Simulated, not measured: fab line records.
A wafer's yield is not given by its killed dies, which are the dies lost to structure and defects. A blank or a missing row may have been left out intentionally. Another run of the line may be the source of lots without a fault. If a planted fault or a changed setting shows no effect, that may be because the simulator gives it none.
Chamber matching -- flow n5_finfet -- N5_MOL_CONTACT_COAG_ALD_133 on ald_sin-01 has 4 sister chambers
The step deposits SiO2, target thk 5 nm, pulse time 1 s, co reactant pulse time 1 s. 4 wafers are shown with their chamber, then 8 later ones without.

== WAFERS WITH THEIR CHAMBER ==
wafer,chamber,heater_power_w (W)
L084.5,3,76
L086.2,0,70
L086.3,1,64
L091.3,2,92

== WAFERS WHOSE CHAMBER IS MISSING ==
wafer,heater_power_w (W)
L091.4,71
L091.6,88
L092.2,73
L092.5,76
L092.6,93
L095.3,66
L095.4,94
L095.6,76

== WHICH CHAMBER EACH WENT THROUGH ==
wafer,from the rows above,in truth
L091.4,can't be placed: 0 or 3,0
L091.6,2,2
L092.2,can't be placed: 0 or 3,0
L092.5,3,3
L092.6,2,2
L095.3,can't be placed: 1 or 0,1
L095.4,2,2
L095.6,3,3
Correct placement for 5 of the 8. Unplaceable from these rows: 3, with the true chamber sitting among the candidates in 3. Wrongly placed: 0.
How it was worked out, from the rows above alone: a wafer's distance from a chamber is the root of the sum, over the readings, of the square of ((its reading less the chamber's mean) divided by the reading's scatter). The wafer belongs to the nearest chamber; if the next one is less than 2 further off, it can't be placed. Each chamber's mean is taken over the wafers shown for it. The scatter: root of mean squared gap, hidden wafer to nearest shown wafer, with one shown wafer a chamber.
